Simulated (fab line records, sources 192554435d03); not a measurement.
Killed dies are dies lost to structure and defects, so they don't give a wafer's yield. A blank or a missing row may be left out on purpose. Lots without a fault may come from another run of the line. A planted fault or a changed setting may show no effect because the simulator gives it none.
A struck lot beside a sound one | flow n5_finfet | 36 steps out of a route of 1938
Sound: wafers L408.3, L408.4, L408.6. Struck: wafers L398.2, L398.3, L398.4. The cause comes at the end.
At each step with rows: each side's tool, then ch and its chambers, then its first start. Under that, the readings that differ: sound wafers | struck wafers | difference of the means | sigmas: that difference in standard deviations of wafers without a fault.
alike: readings whose means differ by less than 2 such deviations, and words and numbers that are the same on both sides. not compared: withheld readings, readings that some wafer has no value for, bounds like >300 that may hide the same value, and numbers for which the record gives no deviation and whose values overlap.
The two part at a step that has a row with sigmas, a row that says differs or no value, or rows on one side only. Numbers that don't overlap but have no deviation are shown without sigmas and don't part them. A reading that every wafer of one side lacks parts them only if that side has two wafers or more.

first, 9 steps without rows for these wafers: N5_BEOL_M2_ANNEAL_95 (time 240 s); N5_BEOL_M2_SPUTTER_96 (material Cu, target thk 4.5 nm, time 8.29 s); N5_BEOL_M2_ECD_50 (material Cu, target thk 300 nm); N5_BEOL_M2_ANNEAL_51 (time 90 s); N5_BEOL_M2_CMP_52 (polishes, stops on SiOC, t overpolish 6.8 s, target thk 40 nm); N5_BEOL_M2_PRE_CLEAN_60 (time 15 s); N5_BEOL_M2_CO_CAP_55 (material Co, precursor CCTBA/H2, target thk 2 nm, time 102.1 s); N5_BEOL_M2_PRE_CLEAN_56 (time 15 s); N5_BEOL_M2_DEP_57 (deposits SiCN from 3MS/NH3, target thk 8 nm, time 14 s).
N5_BEOL_M3_ILD_DEP_00: deposits SiOC from DEMS/O2, target thk 79 nm, time 15.3 s.
  sound on pecvd-03 ch 0,1,2, day 12 17:50; struck on pecvd-03 ch 1,2, day 10 08:57
  reading              | sound                | struck               | difference | sigmas
  susceptor_temp_C (C) | 350.09 349.87 349.87 | 343.82 343.62 343.76 | -6.21      | -31
  alike: heater_power_outer_w, heater_power_w, showerhead_plenum_p_Torr, throttle_valve_pct
  not compared: model.SiOC_of_BEOL_M3_ILD_DEP_00.thk_nm
then, 24 steps without rows for these wafers: N5_BEOL_M3_PECVD_72 (deposits SiO2 from TEOS/O2, target thk 16 nm, time 18 s); N5_BEOL_M3_HM_DEP_02 (deposits TiN, target thk 20 nm); N5_BEOL_M3_COAT_61 (time 60 s, resist thk 60 nm); N5_BEOL_M3_COAT_62 (time 60 s, resist thk 12 nm); N5_BEOL_M3_COAT_73 (time 60 s, resist thk 5 nm); N5_BEOL_M3_COAT_05 (resist thk 30 nm); N5_BEOL_M3_EBR_07; N5_BEOL_M3_SOFTBAKE_06 (time 60 s); N5_BEOL_M3_EXPOSE_08 (exposes mask M3); N5_BEOL_M3_PEB_09 (peb time 60 s); N5_BEOL_M3_DEVELOP_10 (develop time 30 s); N5_BEOL_M3_DESCUM_16 (chemistry O2, time 7 s); N5_BEOL_M3_ETCH_74 (etches underlayer in N2/H2, target depth 6.5 nm, time 5.2 s); N5_BEOL_M3_ETCH_63 (etches SiARC in CF4, target depth 15.6 nm, time 26 s); N5_BEOL_M3_ETCH_64 (etches SOC in N2/H2, target depth 75 nm, overetch 15 nm, time 112.5 s); N5_BEOL_M3_STRIP_65 (strips in N2/H2); N5_BEOL_M3_STRIP_75 (strips in N2/H2); N5_BEOL_M3_STRIP_66 (strips in CF4); N5_BEOL_M3_HM_OPEN_17 (chemistry Cl2/BCl3, target TiN, target depth 20 nm, overetch 6 nm); N5_BEOL_M3_STRIP_19 (strips in O2); N5_BEOL_M3_COAT_67 (time 60 s, resist thk 60 nm); N5_BEOL_M3_COAT_68 (time 60 s, resist thk 12 nm); N5_BEOL_M3_COAT_76 (time 60 s, resist thk 5 nm); N5_BEOL_M3_COAT_22 (resist thk 30 nm).
N5_BEOL_M3_CMP_52: polishes, stops on SiOC, t overpolish 6.8 s, target thk 40 nm.
  sound on cmp-02 ch 0,2,3, day 13 02:22; struck on cmp-02 ch 0,1,2, day 10 19:17
  alike: barrier_field_endpoint_s, motor_current_A, overpolish_run_s, platen_rpm, slurry_flow_ml_min, time_to_endpoint_s
  not compared: model.SiOC_of_BEOL_M3_ILD_DEP_00.thk_nm
N5_BEOL_M4_RC_MEAS_101:
  sound on prober-02 ch 0, day 13 23:01; struck on prober-02 ch 0, day 11 07:17
  reading       | sound          | struck         | difference | sigmas
  SS_N (mV/dec) | 70.7 71.2 71.2 | 72.2 72.0 73.0 | +1.4       | +2
  alike: DIBL_N, DIBL_P, IOFF_N, IOFF_P, ION_N, ION_P, SS_P, VT_N, VT_P

WHERE THEY PART
First at N5_BEOL_M3_ILD_DEP_00; last, within this record, at N5_BEOL_M4_RC_MEAS_101.

WHY: what the simulator had put in
Process parameter drift: pecvd-03, from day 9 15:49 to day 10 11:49, at N5_BEOL_M3_ILD_DEP_00. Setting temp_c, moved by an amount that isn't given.
